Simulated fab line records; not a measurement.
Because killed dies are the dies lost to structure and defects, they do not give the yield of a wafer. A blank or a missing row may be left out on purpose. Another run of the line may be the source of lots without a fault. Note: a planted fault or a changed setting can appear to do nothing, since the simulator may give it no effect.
Matching of chambers | flow nand_harc | NHARC_A_WL_FILL_ALD_02 on ald_metal-03 has 4 sister chambers
The step deposits TiN, target thk 2 nm, pulse time 3 s, ald cycles 100. 8 wafers are shown with their chamber, then 10 later ones without.

== WAFERS WITH THEIR CHAMBER ==
wafer  | chamber | heater_power_w (W) | precursor_pulse_height_rel
L083.4 | 0       | 1104               | 0.997
L085.3 | 1       | 1108               | 1.024
L085.5 | 2       | 1138               | 0.975
L086.3 | 3       | 1102               | 1.016
L086.5 | 1       | 1068               | 1.009
L086.6 | 0       | 1099               | 0.994
L090.1 | 2       | 1139               | 0.961
L090.5 | 3       | 1114               | 0.988

== WAFERS WHOSE CHAMBER IS MISSING ==
wafer  | heater_power_w (W) | precursor_pulse_height_rel
L090.6 | 1117               | 1.008
L094.2 | 1095               | 1.009
L094.3 | 1113               | 1.006
L094.6 | 1130               | 0.991
L093.3 | 1036               | 0.979
L093.5 | 1089               | 1.010
L093.6 | 1096               | 0.990
L096.2 | 1110               | 1.017
L096.3 | 1065               | 0.987
L096.6 | 1069               | 0.982

== WHICH CHAMBER EACH WENT THROUGH ==
wafer  | from the rows above               | in truth
L090.6 | can't be placed: 3 or 0 or 1      | 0
L094.2 | can't be placed: 1 or 3 or 0      | 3
L094.3 | can't be placed: 3 or 0 or 1      | 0
L094.6 | can't be placed: 3 or 0 or 2 or 1 | 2
L093.3 | can't be placed: 0 or 1 or 3      | 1
L093.5 | can't be placed: 1 or 3 or 0      | 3
L093.6 | can't be placed: 0 or 3 or 1      | 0
L096.2 | can't be placed: 3 or 1 or 0      | 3
L096.3 | can't be placed: 0 or 1 or 3      | 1
L096.6 | can't be placed: 0 or 1 or 3      | 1
Correctly placed: 0 of 10. Not placeable from these rows: 10 (in 10, the candidates include the true chamber). Wrongly placed: 0.
How it was worked out, from the rows above alone: a wafer's distance from a chamber is the root of the sum, over the readings, of the square of ((its reading less the chamber's mean) divided by the reading's scatter). If the next closest chamber is less than 2 further off than the closest, the wafer can't be placed; otherwise it belongs to the closest. Each chamber's mean is taken over the wafers shown for it. The scatter: the root of (the sum of the squares of (reading less its chamber's mean) over the shown wafers, divided by (wafers less chambers)).
